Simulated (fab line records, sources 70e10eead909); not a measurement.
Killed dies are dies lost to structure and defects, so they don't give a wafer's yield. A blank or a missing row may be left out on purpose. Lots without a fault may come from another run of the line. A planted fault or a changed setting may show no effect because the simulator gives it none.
Which tool did it? | flow nand_harc | 11 lots, 33 wafers sampled, at 6 steps of a route of 1302

WHAT THE GAUGES READ, wafer by wafer
NHARC_P_ZERO_WELL_CD_MEAS_37: target cd 720 nm. Usual: cd_nm 718.4 nm, standard deviation 1.8.
lot  | measured     | on        | cd_nm (nm)        | flag
L755 | day 2 19:58  | cd_sem-01 | 717.7 717.4 717.5 |
L757 | day 3 16:19  | cd_sem-01 | 744.6 760.3 805.7 | OFF
L758 | day 4 02:29  | cd_sem-01 | 720.2 721.6 719.5 |
L759 | day 4 12:15  | cd_sem-01 | 797.0 739.5 745.2 | OFF
L766 | day 7 10:11  | cd_sem-02 | 717.0 717.4 718.7 |
L767 | day 7 20:07  | cd_sem-02 | 722.2 716.8 718.8 |
L768 | day 8 06:07  | cd_sem-01 | 716.8 718.7 721.8 |
L769 | day 8 16:06  | cd_sem-03 | 717.3 715.4 717.4 |
L770 | day 9 02:07  | cd_sem-03 | 720.6 719.3 720.3 |
L771 | day 9 11:58  | cd_sem-01 | 719.0 717.8 716.2 |
L773 | day 10 09:34 | cd_sem-03 | 718.4 719.0 721.5 |

NHARC_P_STI_CD_MEAS_09: target cd 200 nm. Usual: cd_nm 199.3 nm, standard deviation 2.1.
lot  | measured     | on        | cd_nm (nm)        | flag
L755 | day 3 16:31  | cd_sem-03 | 200.6 201.5 200.5 |
L757 | day 4 13:47  | cd_sem-01 | 195.4 198.5 195.3 |
L758 | day 4 22:41  | cd_sem-02 | 199.1 197.6 200.0 |
L759 | day 5 06:12  | cd_sem-03 | 199.6 196.5 201.1 |
L766 | day 8 06:08  | cd_sem-03 | 199.7 202.4 199.6 |
L767 | day 8 14:43  | cd_sem-03 | 197.5 199.4 198.9 |
L768 | day 8 23:58  | cd_sem-03 | 198.8 201.2 200.1 |
L769 | day 9 10:56  | cd_sem-02 | 201.2 197.9 201.1 |
L770 | day 9 20:46  | cd_sem-01 | 201.1 200.0 202.2 |
L771 | day 10 07:25 | cd_sem-01 | 200.9 201.5 198.8 |
L773 | day 11 04:14 | cd_sem-01 | 202.8 196.4 197.0 |

NHARC_END_SORT_01. Usual: killed_at_array 58, standard deviation 20; killed_at_other 1.0, standard deviation 1.2; killed_at_periphery 4.1, standard deviation 3; killed_dies 63, standard deviation 20; killed_open 3.2, standard deviation 1.7; killed_short 2.5, standard deviation 1.5.
lot  | measured     | on        | killed_at_array | killed_at_other | killed_at_periphery | killed_dies | killed_open | killed_short | flag
L757 | day 26 00:04 | prober-01 | 28 24 26        | 3 3 3           | 2 5 27              | 33 32 56    | 1 3 3       | 6 4 4        |
L759 | day 26 05:01 | prober-02 | 29 28 21        | 2 1 1           | 12 2 7              | 43 31 29    | 1 4 9       | 4 4 2        |

WHICH TOOL RAN EACH LOT (tool, then ch and the chambers of the sampled wafers, then the start)
lot  | NHARC_P_ZERO_WELL_EXPOSE_34       | NHARC_P_ZERO_WELL_DESCUM_39        | NHARC_P_STI_ETCH_15
L755 | krf_scanner-04 ch 0, day 2 19:49  | rie_diel-06 ch 0,2,3, day 2 20:08  | rie_si-04 ch 0,1,2, day 3 17:04
L757 | krf_scanner-04 ch 0, day 3 16:10  | rie_diel-08 ch 0,1,3, day 3 16:29  | rie_si-03 ch 1,2,3, day 4 14:21
L758 | krf_scanner-02 ch 0, day 4 02:19  | rie_diel-07 ch 0,2,3, day 4 02:38  | rie_si-06 ch 0,3, day 4 23:13
L759 | krf_scanner-04 ch 0, day 4 12:05  | rie_diel-06 ch 2,3, day 4 12:25    | rie_si-06 ch 2,3, day 5 06:44
L766 | krf_scanner-04 ch 0, day 7 10:02  | rie_diel-06 ch 0,1,2, day 7 10:33  | rie_si-03 ch 1,2,3, day 8 06:43
L767 | krf_scanner-04 ch 0, day 7 19:58  | rie_diel-07 ch 0,1,2, day 7 20:19  | rie_si-04 ch 0,1,3, day 8 15:16
L768 | krf_scanner-03 ch 0, day 8 05:57  | rie_diel-06 ch 0,2,3, day 8 06:17  | rie_si-06 ch 1,2,3, day 9 00:32
L769 | krf_scanner-02 ch 0, day 8 15:56  | rie_diel-08 ch 1,2,3, day 8 16:16  | rie_si-06 ch 1,3, day 9 11:29
L770 | krf_scanner-04 ch 0, day 9 01:58  | rie_diel-06 ch 0,1,2, day 9 02:16  | rie_si-04 ch 1,2,3, day 9 21:18
L771 | krf_scanner-03 ch 0, day 9 11:49  | rie_diel-06 ch 0,3, day 9 12:07    | rie_si-04 ch 0,2, day 10 07:59
L773 | krf_scanner-04 ch 0, day 10 09:25 | rie_diel-07 ch 0,1,3, day 10 09:45 | rie_si-04 ch 1,2,3, day 11 04:46
- NHARC_P_ZERO_WELL_EXPOSE_34: exposes mask P PWELL, target cd 720 nm.
- NHARC_P_ZERO_WELL_DESCUM_39: chemistry O2, time 3 s.
- NHARC_P_STI_ETCH_15: etches the open film in HBr/Cl2, target depth 300 nm, time 100.1 s.

WHAT THE TOOLS THEMSELVES READ (means of the sampled wafers that have a number; where no wafer has one, the mark that the record gives instead)
NHARC_P_ZERO_WELL_EXPOSE_34. Usual: focus_offset_nm 0.1 nm, standard deviation 0.54; reticle_temp_C 23.00 C, standard deviation 0.083; stage_vel_mm_s 499.98 mm/s, standard deviation 0.23.
lot  | tool           | focus_offset_nm (nm) | reticle_temp_C (C) | stage_vel_mm_s (mm/s) | flag
L755 | krf_scanner-04 | 0.4                  | 23.03              | 499.94                |
L757 | krf_scanner-04 | -0.7                 | 23.00              | 500.04                |
L758 | krf_scanner-02 | 0.0                  | 23.04              | 499.94                |
L759 | krf_scanner-04 | -0.0                 | 22.99              | 500.17                |
L766 | krf_scanner-04 | 0.1                  | 23.04              | 500.18                |
L767 | krf_scanner-04 | 0.3                  | 23.07              | 499.72                |
L768 | krf_scanner-03 | -0.5                 | 23.03              | 500.01                |
L769 | krf_scanner-02 | 0.5                  | 22.96              | 499.77                |
L770 | krf_scanner-04 | 0.5                  | 23.00              | 500.22                |
L771 | krf_scanner-03 | 0.4                  | 23.06              | 499.97                |
L773 | krf_scanner-04 | -0.1                 | 22.95              | 499.91                |

NHARC_P_ZERO_WELL_DESCUM_39. Usual: drypump_motor_current_A 5.7 A, standard deviation 0.48; oes_product_au 0.999 a.u., standard deviation 0.0099; rf_vpp_V 58.0 V, standard deviation 0.87; showerhead_plenum_p_Torr 1.95 Torr, standard deviation 0.065; throttle_valve_pct 11.311 %, standard deviation 0.0097.
lot  | tool        | drypump_motor_current_A (A) | oes_product_au (a.u.) | rf_vpp_V (V) | showerhead_plenum_p_Torr (Torr) | throttle_valve_pct (%) | flag
L755 | rie_diel-06 | 6.0                         | 1.001                 | 58.3         | 1.97                            | 11.311                 |
L757 | rie_diel-08 | 5.5                         | 0.994                 | 58.3         | 1.92                            | 11.307                 |
L758 | rie_diel-07 | 5.5                         | 0.998                 | 58.3         | 2.00                            | 11.306                 |
L759 | rie_diel-06 | 6.3                         | 0.992                 | 58.7         | 1.91                            | 11.308                 |
L766 | rie_diel-06 | 5.9                         | 1.000                 | 57.8         | 1.95                            | 11.314                 |
L767 | rie_diel-07 | 5.5                         | 0.994                 | 58.4         | 2.02                            | 11.314                 |
L768 | rie_diel-06 | 6.0                         | 0.993                 | 57.6         | 1.95                            | 11.323                 |
L769 | rie_diel-08 | 5.5                         | 1.010                 | 58.0         | 1.90                            | 11.310                 |
L770 | rie_diel-06 | 5.9                         | 0.998                 | 58.0         | 1.95                            | 11.314                 |
L771 | rie_diel-06 | 5.6                         | 1.005                 | 58.2         | 2.01                            | 11.313                 |
L773 | rie_diel-07 | 5.5                         | 1.006                 | 57.9         | 1.98                            | 11.311                 |

NHARC_P_STI_ETCH_15. Usual: drypump_motor_current_A 5.8 A, standard deviation 0.44; oes_product_au 1.003 a.u., standard deviation 0.008; throttle_valve_pct 26.406 %, standard deviation 0.0086.
lot  | tool      | drypump_motor_current_A (A) | oes_product_au (a.u.) | throttle_valve_pct (%) | flag
L755 | rie_si-04 | 5.6                         | 1.003                 | 26.409                 |
L757 | rie_si-03 | 6.1                         | 0.999                 | 26.403                 |
L758 | rie_si-06 | 6.2                         | 0.998                 | 26.409                 |
L759 | rie_si-06 | 5.6                         | 1.003                 | 26.399                 |
L766 | rie_si-03 | 6.0                         | 1.007                 | 26.408                 |
L767 | rie_si-04 | 5.7                         | 1.012                 | 26.406                 |
L768 | rie_si-06 | 6.0                         | 1.003                 | 26.408                 |
L769 | rie_si-06 | 6.1                         | 1.001                 | 26.399                 |
L770 | rie_si-04 | 5.6                         | 1.007                 | 26.398                 |
L771 | rie_si-04 | 5.5                         | 1.009                 | 26.406                 |
L773 | rie_si-04 | 5.6                         | 1.002                 | 26.415                 |

THE ANSWER, worked out from the rows above alone
Rule: a lot is off if the mean of its wafers that have a number lies more than 3 standard deviations from the usual mean. A lot without any number at a reading at which 4 lots or more have one is off too. The other lots that the step has rows for count as sound. The gauges are gone through in route order, then the tools' own readings, and for those a lot's mean is taken as printed above. The first step at which some lot is off is used, and at that step the reading that is off furthest; a lot without a number counts as furthest.
Off: L757, L759, at NHARC_P_ZERO_WELL_CD_MEAS_37 (cd_nm).
A tool fits if, at a process step before that reading, it ran every lot that is off, and no sound lot after the first of them. The gauges at NHARC_P_ZERO_WELL_CD_MEAS_37 are tried like those tools. None of those tried fits.

WHAT THE SIMULATOR HAD PUT IN
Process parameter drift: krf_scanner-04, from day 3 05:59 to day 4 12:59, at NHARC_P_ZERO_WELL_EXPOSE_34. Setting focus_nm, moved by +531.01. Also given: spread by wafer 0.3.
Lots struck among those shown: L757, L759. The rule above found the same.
